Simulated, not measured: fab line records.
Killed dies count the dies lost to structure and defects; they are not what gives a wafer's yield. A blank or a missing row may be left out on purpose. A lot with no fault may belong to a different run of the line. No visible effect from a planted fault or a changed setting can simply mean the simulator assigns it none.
8D (eight disciplines) problem report, filled in by code | flow nandHarc | the parts of the form that need people (team, actions taken, sign-off) are left out

1. PROBLEM STATEMENT
Mean of oesProductAu at NHARC_A_DECK1_JOINT_ETCHBACK_07: 1.417 a.u. across 2 wafers in 2 lots; on wafers with no fault it is 0.999 a.u. (standard deviation 0.0089). That puts it +47 standard deviations away from the usual mean.
The step: etches the open film in HBr, target depth 105 nm, time 26.9 s.
Seen first at day 15 09:32 on rieSi-03, wafer L963.5. Wafers with a number at this step in the record: 36, from 12 lots. Rule for "out", or "out of limits": more than 4 standard deviations from the usual mean. Any other wafer with a number is counted as sound.

2. WHAT IT IS, AND WHAT IT ISN'T
question                    | is                | is not
which readings at this step | oesProductAu      | biasW, chamberPressureMTorr, drypumpMotorCurrentA, throttleValvePct
which lots                  | L963, L966        | L953, L954, L958, L968, L969, L970, L971, L973, L974, L975
which wafers of those lots  | L963.5, L966.4    | L963.2, L963.3, L966.3, L966.6
read on which tools         | rieSi-03          | rieSi-02, rieSi-05
when                        | from day 15 09:32 | up to then (11 sound wafers); but 23 sound wafers of L966, L968, L969, L970, L971, L973, L974, L975 came after

3. THE SUSPECTS, EACH WITH WHAT RULES IT OUT
Counting: any tool at a process step up to the reading remains a suspect provided it ran every lot that is out. Sound lots after the first of them don't rule it out here, since some wafers of a struck lot are sound.
- aldHk-04 at NHARC_A_CHANNEL_FILL_D1_ALD_14 (deposits SiO2, target thk 2.5 nm, pulse time 10 s, ald cycles 25): kept. It ran every lot that is out, first L963 (day 13 14:05).
- rieDiel-07 at NHARC_A_CHANNEL_FILL_D1_ETCHBACK_20 (etches the open film in C4F8/O2/Ar, target depth 27 nm, time 13.5 s): kept. Every lot that is out went through it, the first being L963 (day 14 07:02); the last sound lot it ran before that was L958 (day 12 11:37).
- rieSi-03 at NHARC_A_DECK1_JOINT_ETCHBACK_07 (etches the open film in HBr, target depth 105 nm, time 26.9 s): kept. Every lot that is out went through it, the first being L963 (day 15 09:32); the last sound lot it ran before that was L953 (day 11 11:50). Out on those wafers are its own readings of oesProductAu.
Left after counting: aldHk-04 at NHARC_A_CHANNEL_FILL_D1_ALD_14, rieDiel-07 at NHARC_A_CHANNEL_FILL_D1_ETCHBACK_20, rieSi-03 at NHARC_A_DECK1_JOINT_ETCHBACK_07.

4. THE CAUSE (what the simulator had put in)
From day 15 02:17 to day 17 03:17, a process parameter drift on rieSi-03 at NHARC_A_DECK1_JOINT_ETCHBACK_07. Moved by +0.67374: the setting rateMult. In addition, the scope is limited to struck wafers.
3 suspects survive the count, and this tool is in that group.

5. THE EFFECT CHAIN, in route order
Each row: a reading where the mean over the struck wafers with a number is more than 3 standard deviations away from the usual. Only readings whose record carries a usual standard deviation are examined. hours: median over the lots of the time between each lot's start at the first step of this table that gives one and its start at this step. sigmas: the change, counted in usual standard deviations.
hours | step                            | reading      | usual      | on struck wafers | change | sigmas
0     | NHARC_A_DECK1_JOINT_ETCHBACK_07 | oesProductAu | 0.999 a.u. | 1.417            | +0.418 | +47
Here are the process steps it includes:
- NHARC_A_DECK1_JOINT_ETCHBACK_07: etches the open film in HBr, target depth 105 nm, time 26.9 s.

6. WHAT WOULD HAVE CAUGHT IT SOONER
In this record no reading fell out of limits until day 15 09:32, 7 hours after the fault had begun at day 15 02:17.
